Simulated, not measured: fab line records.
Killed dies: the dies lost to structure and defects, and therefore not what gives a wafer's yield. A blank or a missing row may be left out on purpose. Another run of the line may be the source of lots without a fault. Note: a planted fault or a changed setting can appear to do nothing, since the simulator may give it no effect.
Which of the tools did it? -- flow n5 finfet -- 66 wafers from 22 lots sampled at 6 of the route's 1938 steps

WHAT EACH GAUGE READ, for each wafer
N5_SDB_CD_MEAS_11: the cd target is 50 nm.
lot,measured,on,cd nm (nm)
L074,day 3 23:37,cd sem-03,50.4 51.9 50.7
L076,day 4 08:19,cd sem-02,48.1 48.6 48.4
L077,day 4 13:30,cd sem-02,51.0 51.8 51.3
L078,day 4 22:27,cd sem-03,49.3 49.7 49.2
L079,day 4 23:23,cd sem-01,49.7 50.3 50.7
L080,day 5 09:16,cd sem-01,50.8 49.3 49.2
L082,day 5 20:59,cd sem-01,49.9 48.6 50.0
L083,day 6 05:46,cd sem-02,50.8 49.0 49.2
L084,day 6 10:32,cd sem-03,50.3 50.5 49.6
L085,day 6 19:14,cd sem-02,48.9 50.1 48.0
L086,day 7 00:51,cd sem-03,50.2 50.0 50.3
L087,day 7 02:20,cd sem-02,49.8 50.3 51.2
L088,day 7 09:19,cd sem-02,50.5 49.3 49.1
L089,day 7 16:37,cd sem-03,49.7 50.6 48.9
L090,day 7 20:44,cd sem-01,48.9 48.6 49.8
L091,day 8 04:18,cd sem-01,51.2 50.3 49.8
L092,day 8 08:37,cd sem-03,49.2 47.6 47.5
L093,day 8 17:01,cd sem-02,48.1 47.5 49.2
L094,day 8 17:08,cd sem-03,49.0 49.1 48.3
L095,day 9 00:53,cd sem-03,49.6 50.8 50.6
L096,day 9 06:41,cd sem-03,50.0 49.4 49.7
L097,day 9 12:31,cd sem-02,50.7 49.7 50.3

WHICH TOOL RAN EACH LOT (tool, then ch and the chambers of the sampled wafers, then the start)
lot,N5_FIN_CUT_ETCH_21,N5_DUMMY_GATE_ETCH_37,N5_DUMMY_GATE_TRIM_49,N5_DUMMY_GATE_ETCH_42,N5_SPACER0_ALD_00
L074,"rie diel-03 ch 0,2,3, day 2 05:23","rie diel-04 ch 0,2,3, day 3 03:47","rie si-01 ch 1,2,3, day 3 03:52","rie diel-04 ch 0,1,3, day 3 04:38","ald sin-04 ch 0,1,3, day 3 06:29"
L076,"rie diel-03 ch 0,2,3, day 2 15:44","rie diel-04 ch 0,1,2, day 3 11:37","rie si-06 ch 0,2,3, day 3 11:42","rie diel-04 ch 0,1,3, day 3 12:23","ald sin-01 ch 1,2,3, day 3 12:49"
L077,"rie diel-03 ch 0,1, day 2 23:23","rie diel-04 ch 0,3, day 3 18:31","rie si-06 ch 0,1,3, day 3 18:35","rie diel-05 ch 1,3, day 3 19:17","ald sin-01 ch 0,2,3, day 3 19:53"
L078,"rie diel-05 ch 0,1,2, day 3 06:23","rie diel-04 ch 1,2,3, day 4 02:59","rie si-06 ch 0,1,3, day 4 03:05","rie diel-03 ch 0,1,3, day 4 03:46","ald sin-04 ch 0,1,2, day 4 04:11"
L079,"rie diel-05 ch 0,1, day 3 10:32","rie diel-05 ch 1,2,3, day 4 05:02","rie si-06 ch 0,1,2, day 4 05:07","rie diel-04 ch 1,2, day 4 05:49","ald sin-01 ch 0,1,3, day 4 06:14"
L080,"rie diel-04 ch 1,2,3, day 3 15:47","rie diel-04 ch 0,2,3, day 4 11:48","rie si-05 ch 1,2, day 4 11:53","rie diel-03 ch 1,2,3, day 4 12:36","ald sin-01 ch 0,2,3, day 4 13:01"
L082,"rie diel-04 ch 0,1,2, day 4 04:29","rie diel-05 ch 1,3, day 4 23:41","rie si-01 ch 0,1,3, day 4 23:46","rie diel-05 ch 2,3, day 5 00:35","ald sin-03 ch 0,1,2, day 5 02:55"
L083,"rie diel-05 ch 0,1,2, day 4 11:37","rie diel-03 ch 0,1, day 5 09:55","rie si-06 ch 0,2,3, day 5 10:00","rie diel-04 ch 0,1, day 5 11:04","ald sin-04 ch 0,1, day 5 11:29"
L084,"rie diel-03 ch 0,1,3, day 4 18:44","rie diel-04 ch 0,1,3, day 5 15:44","rie si-06 ch 0,1,3, day 5 15:50","rie diel-04 ch 1,2,3, day 5 16:41","ald sin-01 ch 0,1,3, day 5 17:07"
L085,"rie diel-04 ch 0,3, day 5 00:49","rie diel-05 ch 0,1,3, day 5 21:31","rie si-05 ch 0,1,2, day 5 21:35","rie diel-05 ch 1,2,3, day 5 22:17","ald sin-01 ch 0,3, day 5 22:43"
L086,"rie diel-03 ch 0,1,3, day 5 06:11","rie diel-05 ch 0,1,3, day 6 05:11","rie si-06 ch 0,1,3, day 6 05:16","rie diel-03 ch 0,1,3, day 6 06:07","ald sin-04 ch 0,1,2, day 6 07:08"
L087,"rie diel-05 ch 0,2,3, day 5 09:53","rie diel-04 ch 2,3, day 6 07:01","rie si-06 ch 0,1,3, day 6 07:05","rie diel-03 ch 1,3, day 6 07:59","ald sin-03 ch 1,3, day 6 08:53"
L088,"rie diel-05 ch 0,1,3, day 5 17:35","rie diel-04 ch 0,1, day 6 13:53","rie si-01 ch 1,2,3, day 6 13:58","rie diel-03 ch 0,1, day 6 14:41","ald sin-03 ch 0,2,3, day 6 15:50"
L089,"rie diel-03 ch 1,2,3, day 5 23:31","rie diel-05 ch 0,2,3, day 6 21:38","rie si-05 ch 1,2,3, day 6 21:43","rie diel-04 ch 2,3, day 6 22:42","ald sin-01 ch 2,3, day 6 23:56"
L090,"rie diel-04 ch 0,2,3, day 6 05:50","rie diel-03 ch 1,2,3, day 7 01:36","rie si-05 ch 0,3, day 7 01:41","rie diel-05 ch 0,1, day 7 02:22","ald sin-03 ch 1,2,3, day 7 02:48"
L091,"rie diel-04 ch 1,2,3, day 6 12:45","rie diel-04 ch 0,2, day 7 08:23","rie si-01 ch 1,2,3, day 7 08:28","rie diel-04 ch 0,1,3, day 7 09:35","ald sin-04 ch 0,3, day 7 10:01"
L092,"rie diel-04 ch 0,1,2, day 6 18:42","rie diel-03 ch 0,1,3, day 7 13:50","rie si-05 ch 1,3, day 7 13:55","rie diel-04 ch 1,2,3, day 7 14:37","ald sin-03 ch 0,1,3, day 7 15:02"
L093,"rie diel-03 ch 0,1,2, day 6 23:03","rie diel-03 ch 0,1,2, day 7 21:47","rie si-06 ch 0,1,2, day 7 21:53","rie diel-04 ch 0,2, day 7 22:34","ald sin-01 ch 1,3, day 7 22:59"
L094,"rie diel-05 ch 0,3, day 7 02:44","rie diel-05 ch 0,2,3, day 7 22:55","rie si-05 ch 0,1,3, day 7 23:00","rie diel-03 ch 0,1,2, day 7 23:41","ald sin-04 ch 1,3, day 8 00:07"
L095,"rie diel-05 ch 0,1, day 7 09:31","rie diel-03 ch 0,1, day 8 05:21","rie si-01 ch 0,1,3, day 8 05:26","rie diel-05 ch 0,2,3, day 8 06:08","ald sin-01 ch 1,2,3, day 8 06:38"
L096,"rie diel-05 ch 0,2, day 7 14:57","rie diel-04 ch 0,2,3, day 8 10:02","rie si-05 ch 0,1,3, day 8 10:07","rie diel-05 ch 0,1,3, day 8 11:12","ald sin-03 ch 0,1,2, day 8 12:19"
L097,"rie diel-05 ch 1,2, day 7 21:11","rie diel-05 ch 0,1,2, day 8 16:43","rie si-01 ch 0,2,3, day 8 16:48","rie diel-03 ch 1,2, day 8 17:30","ald sin-03 ch 0,1,3, day 8 18:00"
- N5_FIN_CUT_ETCH_21: etches SOC in N2/H2, target depth 219 nm, overetch 43.8 nm, time 523.5 s.
- N5_DUMMY_GATE_ETCH_37: etches SOC in N2/H2, target depth 60 nm, overetch 30 nm.
- N5_DUMMY_GATE_TRIM_49: chemistry O2, time 29 s, target cd 14 nm.
- N5_DUMMY_GATE_ETCH_42: etches SiO2 in CHF3/O2, target depth 3.5 nm, time 31 s.
- N5_SPACER0_ALD_00: deposits SiOCN, target thk 3.5 nm, pulse time 3 s, purge time 2 s.

AS READ BY THE TOOLS THEMSELVES (means over the sampled wafers that have a number; for cases with no such wafer, the mark the record gives instead)
N5_FIN_CUT_ETCH_21.
lot,tool,bias w (W),drypump motor current A (A),oes product au (a.u.),rf vpp V (V),showerhead plenum p Torr (Torr),throttle valve pct (%)
L074,rie diel-03,60.93,5.9,0.69,240.2,2.56,17.8
L076,rie diel-03,61.15,5.9,0.68,240.6,2.56,17.8
L077,rie diel-03,60.89,5.2,0.83,242.4,2.65,18.0
L078,rie diel-05,61.12,5.7,0.74,241.1,2.55,17.4
L079,rie diel-05,60.91,5.6,0.82,241.6,2.54,17.3
L080,rie diel-04,60.83,5.8,0.70,239.7,2.48,17.9
L082,rie diel-04,60.96,5.5,0.68,240.1,2.46,17.9
L083,rie diel-05,60.94,5.7,0.73,241.2,2.54,17.4
L084,rie diel-03,61.00,5.3,0.71,241.6,2.57,18.1
L085,rie diel-04,60.93,5.8,0.71,239.6,2.45,17.7
L086,rie diel-03,60.84,5.3,0.71,242.1,2.57,18.1
L087,rie diel-05,61.02,5.4,0.71,241.1,2.56,17.3
L088,rie diel-05,61.03,5.4,0.72,241.0,2.50,17.5
L089,rie diel-03,60.80,5.7,0.73,241.7,2.62,17.9
L090,rie diel-04,61.04,5.8,0.68,239.6,2.47,17.9
L091,rie diel-04,60.95,5.8,0.69,241.3,2.47,17.9
L092,rie diel-04,60.94,5.5,0.66,239.1,2.46,17.9
L093,rie diel-03,60.96,5.7,0.72,242.7,2.61,17.9
L094,rie diel-05,61.13,5.3,0.77,240.7,2.55,17.2
L095,rie diel-05,61.09,5.7,0.71,239.3,2.47,17.7
L096,rie diel-05,61.10,5.7,0.69,241.4,2.60,17.3
L097,rie diel-05,61.08,5.8,0.64,240.2,2.48,17.8

N5_DUMMY_GATE_ETCH_37.
lot,tool,bias w (W),drypump motor current A (A),oes product au (a.u.),rf vpp V (V),showerhead plenum p Torr (Torr),throttle valve pct (%)
L074,rie diel-04,150.2,5.8,0.60,522.8,2.48,17.9
L076,rie diel-04,149.7,5.5,0.58,521.7,2.47,17.9
L077,rie diel-04,149.8,5.8,0.62,522.0,2.45,17.7
L078,rie diel-04,149.9,5.8,0.60,522.1,2.48,17.9
L079,rie diel-05,150.2,5.5,0.56,523.0,2.52,17.6
L080,rie diel-04,150.3,5.8,0.59,521.1,2.47,17.9
L082,rie diel-05,149.5,5.3,0.56,521.6,2.48,17.7
L083,rie diel-03,150.1,5.4,0.61,523.7,2.57,18.0
L084,rie diel-04,150.5,5.4,0.60,520.9,2.43,17.7
L085,rie diel-05,150.1,5.4,0.62,522.9,2.50,17.5
L086,rie diel-05,150.0,5.4,0.62,522.8,2.50,17.5
L087,rie diel-04,150.2,6.1,0.60,521.8,2.48,17.9
L088,rie diel-04,149.9,5.0,0.58,520.6,2.43,17.8
L089,rie diel-05,149.6,5.4,0.60,524.9,2.56,17.3
L090,rie diel-03,149.9,5.6,0.62,525.6,2.61,18.0
L091,rie diel-04,150.2,5.9,0.57,523.3,2.48,18.0
L092,rie diel-03,150.0,5.3,0.60,524.9,2.56,18.1
L093,rie diel-03,149.7,5.7,0.61,526.5,2.61,17.9
L094,rie diel-05,150.2,5.4,0.60,524.8,2.55,17.3
L095,rie diel-03,149.4,5.4,0.59,524.9,2.56,18.0
L096,rie diel-04,150.3,5.8,0.58,521.1,2.46,17.9
L097,rie diel-05,150.0,5.7,0.60,523.4,2.53,17.5

N5_DUMMY_GATE_TRIM_49.
lot,tool,drypump motor current A (A),oes product au (a.u.),throttle valve pct (%)
L074,rie si-01,5.5,0.985,8.24
L076,rie si-06,5.7,0.993,8.08
L077,rie si-06,5.8,1.007,8.03
L078,rie si-06,5.8,0.991,8.02
L079,rie si-06,5.9,1.005,8.09
L080,rie si-05,6.0,1.018,8.16
L082,rie si-01,5.9,0.996,8.29
L083,rie si-06,5.7,1.000,8.09
L084,rie si-06,5.8,1.001,8.03
L085,rie si-05,6.0,1.013,8.12
L086,rie si-06,5.8,0.996,8.03
L087,rie si-06,5.8,0.999,8.03
L088,rie si-01,5.5,0.992,8.23
L089,rie si-05,6.0,1.000,8.26
L090,rie si-05,5.7,0.979,8.12
L091,rie si-01,5.5,0.988,8.24
L092,rie si-05,5.7,0.991,8.16
L093,rie si-06,5.9,0.996,8.02
L094,rie si-05,5.8,1.005,8.02
L095,rie si-01,5.8,1.000,8.28
L096,rie si-05,5.8,0.989,8.01
L097,rie si-01,6.0,0.994,8.20

N5_DUMMY_GATE_ETCH_42.
lot,tool,bias w (W),drypump motor current A (A),oes product au (a.u.),rf vpp V (V),showerhead plenum p Torr (Torr),throttle valve pct (%)
L074,rie diel-04,12.02,5.4,0.77,42.3,2.32,18.66
L076,rie diel-04,11.97,5.4,0.77,42.2,2.32,18.67
L077,rie diel-05,12.01,5.3,0.71,42.6,2.35,18.55
L078,rie diel-03,12.03,5.3,0.79,42.3,2.44,18.94
L079,rie diel-04,11.98,5.4,0.74,41.1,2.34,18.81
L080,rie diel-03,12.02,5.6,0.81,41.7,2.48,18.86
L082,rie diel-05,11.96,5.2,0.70,43.1,2.41,18.47
L083,rie diel-04,11.97,5.1,0.73,41.6,2.30,18.65
L084,rie diel-04,11.99,5.8,0.75,41.4,2.34,18.82
L085,rie diel-05,11.96,5.5,0.69,41.6,2.38,18.57
L086,rie diel-03,12.00,5.3,0.76,41.8,2.43,18.97
L087,rie diel-03,12.01,5.1,0.83,42.3,2.49,18.96
L088,rie diel-03,11.99,5.1,0.83,42.3,2.48,18.90
L089,rie diel-04,11.98,6.2,0.77,41.2,2.34,18.82
L090,rie diel-05,12.05,5.7,0.77,41.3,2.35,18.58
L091,rie diel-04,12.02,5.4,0.74,42.1,2.31,18.71
L092,rie diel-04,11.95,5.8,0.74,41.6,2.33,18.85
L093,rie diel-04,12.01,5.9,0.71,41.9,2.34,18.88
L094,rie diel-03,11.99,5.7,0.78,41.6,2.47,18.84
L095,rie diel-05,12.01,5.4,0.75,42.0,2.43,18.43
L096,rie diel-05,11.98,5.4,0.76,41.4,2.37,18.52
L097,rie diel-03,12.05,5.5,0.83,43.5,2.52,18.85

N5_SPACER0_ALD_00.
lot,tool,heater power w (W),precursor pulse height rel
L074,ald sin-04,880,0.996
L076,ald sin-01,885,1.002
L077,ald sin-01,898,0.982
L078,ald sin-04,871,1.012
L079,ald sin-01,880,0.991
L080,ald sin-01,898,1.017
L082,ald sin-03,794,0.987
L083,ald sin-04,939,1.014
L084,ald sin-01,860,1.011
L085,ald sin-01,879,0.989
L086,ald sin-04,884,1.011
L087,ald sin-03,789,1.014
L088,ald sin-03,855,1.005
L089,ald sin-01,941,1.011
L090,ald sin-03,778,1.000
L091,ald sin-04,848,1.012
L092,ald sin-03,809,1.001
L093,ald sin-01,887,1.010
L094,ald sin-04,862,0.996
L095,ald sin-01,885,1.014
L096,ald sin-03,796,1.027
L097,ald sin-03,816,0.995

THE ANSWER, worked out from the rows above alone
Rule: the usual values come from the lots themselves. Put in order of their means at a reading, lots are off if they are a third of the lots or fewer, leave a main group of 4 or more, and stand apart from it by a gap of 3 or more times the standard deviation of the main group's means; of several such gaps the widest counts. A main group is skipped when, at the precision printed for the reading in the tables above, its means are all equal. A lot without any number at a reading at which 4 lots or more have one is off too. All remaining lots with rows at the step are treated as sound. First the gauges in route order, then the tools' own readings, where a lot's mean is used as printed above. At the first step where some lot is off, the reading lying furthest off is the one used; lots without a number count as furthest.
No lot is off at any reading shown: from this, nothing can be told.

WHAT WAS PUT IN BY THE SIMULATOR
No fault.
